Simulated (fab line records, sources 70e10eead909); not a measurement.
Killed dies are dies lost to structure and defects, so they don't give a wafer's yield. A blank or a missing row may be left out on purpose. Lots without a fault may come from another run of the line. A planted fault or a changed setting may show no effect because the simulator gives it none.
Chamber matching | flow nand_harc | NHARC_A_M0_CMP_23 on cmp-01: 4 sister chambers
The step polishes, t overpolish 20 s, target thk 113.75 nm. 4 wafers are shown with their chamber, then 7 later ones without.

WAFERS WITH THEIR CHAMBER
wafer  | chamber | motor_current_A (A)
L085.5 | 3       | 11.2
L090.4 | 1       | 10.4
L092.2 | 0       | 15.0
L092.3 | 2       | 12.5

WAFERS WITHOUT THEIR CHAMBER
wafer  | motor_current_A (A)
L092.5 | 10.2
L092.1 | 11.4
L092.4 | 10.1
L092.6 | 13.8
L091.1 | 12.5
L091.3 | 11.4
L091.6 | 12.8

WHICH CHAMBER EACH WENT THROUGH
wafer  | from the rows above          | in truth
L092.5 | can't be placed: 1 or 3      | 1
L092.1 | can't be placed: 3 or 1 or 2 | 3
L092.4 | can't be placed: 1 or 3      | 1
L092.6 | can't be placed: 0 or 2      | 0
L091.1 | 2                            | 2
L091.3 | can't be placed: 3 or 1 or 2 | 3
L091.6 | 2                            | 2
Placed correctly: 2 of 7. Can't be placed from these rows: 5 (the true chamber is among the candidates in 5). Placed wrongly: 0.
How it was worked out, from the rows above alone: a wafer's distance from a chamber is the root of the sum, over the readings, of the square of ((its reading less the chamber's mean) divided by the reading's scatter). The wafer belongs to the nearest chamber; if the next one is less than 2 further off, it can't be placed. A chamber's mean is the mean of its shown wafers. The scatter: with one shown wafer a chamber, the root of the mean of the squares of how far each hidden wafer lies from its nearest shown one.
